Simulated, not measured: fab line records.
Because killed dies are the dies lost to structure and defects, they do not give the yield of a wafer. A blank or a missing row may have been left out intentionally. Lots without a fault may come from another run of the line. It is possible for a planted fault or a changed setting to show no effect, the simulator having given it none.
Chamber matching :: flow n5-finfet :: N5_BEOL_M4_CVD_47 on cvd-co-01 has 3 sister chambers
The step deposits Co from CCTBA/H2, target thk 3 nm, time 223.8 s. 15 wafers are shown with their chamber, then 7 later ones without.

WAFERS PAIRED WITH THEIR CHAMBERS
wafer: L887.1
chamber: 2
run-length-s (s): 246.3

wafer: L887.4
chamber: 0
run-length-s (s): 247.1

wafer: L887.6
chamber: 1
run-length-s (s): 246.4

wafer: L889.2
chamber: 1
run-length-s (s): 246.3

wafer: L889.3
chamber: 2
run-length-s (s): 246.2

wafer: L889.6
chamber: 2
run-length-s (s): 246.9

wafer: L888.2
chamber: 1
run-length-s (s): 246.0

wafer: L888.4
chamber: 0
run-length-s (s): 247.6

wafer: L888.6
chamber: 2
run-length-s (s): 246.3

wafer: L899.2
chamber: 2
run-length-s (s): 246.7

wafer: L899.4
chamber: 2
run-length-s (s): 246.2

wafer: L899.6
chamber: 1
run-length-s (s): 246.0

wafer: L903.2
chamber: 1
run-length-s (s): 246.3

wafer: L903.4
chamber: 1
run-length-s (s): 245.7

wafer: L903.5
chamber: 0
run-length-s (s): 247.6

SIGNATURES, as means of the wafers listed above
reading: run-length-s
chamber 0: 247.433
chamber 1: 246.117
chamber 2: 246.433
scatter within a chamber: 0.281
Rule: a wafer lies at a distance from a chamber equal to the root of the sum of squares, over the readings, of (its reading less the chamber's mean, divided by the reading's scatter). The wafer belongs to the nearest chamber; if the next one is less than 2 further off, it can't be placed. The scatter is the square root of a quotient: the sum, over the shown wafers, of each reading's squared deviation from its chamber's mean, divided by wafers minus chambers.

WAFERS MISSING THEIR CHAMBER
wafer: L900.3
run-length-s (s): 247.4

wafer: L900.4
run-length-s (s): 245.8

wafer: L900.5
run-length-s (s): 246.5

wafer: L905.3
run-length-s (s): 247.1

wafer: L905.4
run-length-s (s): 248.2

wafer: L906.4
run-length-s (s): 245.9

wafer: L906.6
run-length-s (s): 247.6

WHICH CHAMBER EACH WENT THROUGH
wafer: L900.3
from the rows above: 0
in truth: 0

wafer: L900.4
from the rows above: can't be placed: 1 or 2
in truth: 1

wafer: L900.5
from the rows above: can't be placed: 2 or 1
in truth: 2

wafer: L905.3
from the rows above: can't be placed: 0 or 2
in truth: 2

wafer: L905.4
from the rows above: 0
in truth: 0

wafer: L906.4
from the rows above: can't be placed: 1 or 2
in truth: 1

wafer: L906.6
from the rows above: 0
in truth: 0
Correct placement for 3 of the 7. These rows do not allow placing 4 (true chamber among the candidates in 4). Wrongly placed: 0.
